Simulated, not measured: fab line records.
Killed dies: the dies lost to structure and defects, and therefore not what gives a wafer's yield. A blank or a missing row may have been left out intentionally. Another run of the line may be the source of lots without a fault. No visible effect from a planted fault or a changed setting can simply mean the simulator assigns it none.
Which tool was responsible? :: flow nandHarc :: 21 wafers from 7 lots sampled at 5 of the route's 1159 steps

## WHAT EACH GAUGE READ, for each wafer
NHARC_END_SORT_01.
lot: L255
measured: day 21 03:29
on: prober-02
killedAtArray: 110 78 105

## TOOL THAT RAN EACH LOT (tool first, then ch and the chambers of the sampled wafers, then the start)
lot: L250
NHARC_A_CONTACT_STRIP_27: wetBench-05 ch 2,3,5, day 17 05:48
NHARC_THIN_TSV_CMP_01: cmp-03 ch 0,1,3, day 18 19:07
NHARC_THIN_TSV_CMP_21: cmp-01 ch 0,1,3, day 19 04:35
NHARC_THIN_TSV_DEGAS_53: pvdSputter-01, day 19 05:04

lot: L252
NHARC_A_CONTACT_STRIP_27: wetBench-05 ch 0,3,4, day 17 13:47
NHARC_THIN_TSV_CMP_01: cmp-04 ch 0,2,3, day 19 00:40
NHARC_THIN_TSV_CMP_21: cmp-01 ch 0,2,3, day 19 07:12
NHARC_THIN_TSV_DEGAS_53: pvdSputter-01, day 19 11:26

lot: L255
NHARC_A_CONTACT_STRIP_27: wetBench-02 ch 0,1,3, day 18 21:10
NHARC_THIN_TSV_CMP_01: cmp-03 ch 0,1, day 20 12:02
NHARC_THIN_TSV_CMP_21: cmp-04 ch 1,2,3, day 20 17:51
NHARC_THIN_TSV_DEGAS_53: pvdSputter-01, day 20 18:16

lot: L264
NHARC_A_CONTACT_STRIP_27: wetBench-07 ch 0,4,7, day 20 10:13
NHARC_THIN_TSV_CMP_01: cmp-03 ch 0,1,2, day 21 19:19
NHARC_THIN_TSV_CMP_21: cmp-01 ch 0,1,3, day 22 00:53
NHARC_THIN_TSV_DEGAS_53: pvdSputter-02, day 22 01:20

lot: L269
NHARC_A_CONTACT_STRIP_27: wetBench-07 ch 0,2,6, day 21 16:10
NHARC_THIN_TSV_CMP_01: cmp-04 ch 1,2,3, day 23 02:40
NHARC_THIN_TSV_CMP_21: cmp-03 ch 0,2,3, day 23 08:50
NHARC_THIN_TSV_DEGAS_53: pvdSputter-03, day 23 09:17

lot: L271
NHARC_A_CONTACT_STRIP_27: wetBench-05 ch 0,3,6, day 22 19:51
NHARC_THIN_TSV_CMP_01: cmp-03 ch 0,2, day 24 01:29
NHARC_THIN_TSV_CMP_21: cmp-04 ch 1,2, day 24 07:17
NHARC_THIN_TSV_DEGAS_53: pvdSputter-02, day 24 07:42

lot: L272
NHARC_A_CONTACT_STRIP_27: wetBench-05 ch 0,2,3, day 23 04:44
NHARC_THIN_TSV_CMP_01: cmp-01 ch 1,2,3, day 24 15:37
NHARC_THIN_TSV_CMP_21: cmp-03 ch 0,1, day 24 21:43
NHARC_THIN_TSV_DEGAS_53: pvdSputter-03, day 24 22:10
- NHARC_A_CONTACT_STRIP_27: strips in post etch residue remover, time 600 s.
- NHARC_THIN_TSV_CMP_01: polishes.
- NHARC_THIN_TSV_CMP_21: polishes, t overpolish 30 s, target thk 2000 nm.
- NHARC_THIN_TSV_DEGAS_53: time 60 s.

## THE ANSWER, worked out from the rows above alone
Rule: usual is defined by the lots themselves. Put in order of their means at a reading, lots are off if they are a third of the lots or fewer, leave a main group of 4 or more, and stand apart from it by a gap of 3 or more times the standard deviation of the main group's means; of several such gaps the widest counts. A main group is skipped when, at the precision printed for the reading in the tables above, its means are all equal. A lot without any number at a reading at which 4 lots or more have one is off too. Where the step has rows for the other lots, those lots are counted as sound.
No lot is off at any reading shown: from this, nothing can be told.

## WHAT HAD BEEN PUT IN BY THE SIMULATOR
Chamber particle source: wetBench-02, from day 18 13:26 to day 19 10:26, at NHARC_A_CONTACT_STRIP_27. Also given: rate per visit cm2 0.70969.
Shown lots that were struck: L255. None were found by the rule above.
